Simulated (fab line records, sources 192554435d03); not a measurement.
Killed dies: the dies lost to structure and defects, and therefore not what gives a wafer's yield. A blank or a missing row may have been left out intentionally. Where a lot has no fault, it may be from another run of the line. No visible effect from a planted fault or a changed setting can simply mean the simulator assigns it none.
Matching of chambers :: flow n5_finfet :: 3 sister chambers for N5_MIM_TOP_ETCH_PECVD_03 on pecvd-01
The step deposits SiNx from SiH4/NH3/N2, target thk 20 nm, time 17.6 s. 3 wafers are shown with their chamber, then 7 later ones without.

== WAFERS WITH THEIR CHAMBER ==
wafer: L798.6
chamber: 1
showerhead_plenum_p_Torr (Torr): 5.29

wafer: L799.1
chamber: 0
showerhead_plenum_p_Torr (Torr): 5.07

wafer: L799.2
chamber: 2
showerhead_plenum_p_Torr (Torr): 5.19

== WAFERS MISSING THEIR CHAMBER ==
wafer: L799.3
showerhead_plenum_p_Torr (Torr): 5.28

wafer: L802.1
showerhead_plenum_p_Torr (Torr): 5.28

wafer: L802.2
showerhead_plenum_p_Torr (Torr): 5.06

wafer: L802.4
showerhead_plenum_p_Torr (Torr): 5.19

wafer: L801.2
showerhead_plenum_p_Torr (Torr): 5.19

wafer: L801.4
showerhead_plenum_p_Torr (Torr): 5.20

wafer: L801.5
showerhead_plenum_p_Torr (Torr): 5.07

== WHICH CHAMBER EACH ONE RAN IN ==
wafer: L799.3
from the rows above: 1
in truth: 1

wafer: L802.1
from the rows above: 1
in truth: 1

wafer: L802.2
from the rows above: 0
in truth: 0

wafer: L802.4
from the rows above: 2
in truth: 2

wafer: L801.2
from the rows above: 2
in truth: 2

wafer: L801.4
from the rows above: 2
in truth: 2

wafer: L801.5
from the rows above: 0
in truth: 0
Correct placement for 7 of the 7. Not placeable from these rows: 0. Number placed wrongly: 0.
How it was worked out, from the rows above alone: a wafer's distance from a chamber is the root of the sum, over the readings, of the square of ((its reading less the chamber's mean) divided by the reading's scatter). If the next closest chamber is less than 2 further off than the closest, the wafer can't be placed; otherwise it belongs to the closest. The mean given for a chamber averages the wafers shown for that chamber. The scatter: root of mean squared gap, hidden wafer to nearest shown wafer, with one shown wafer a chamber.
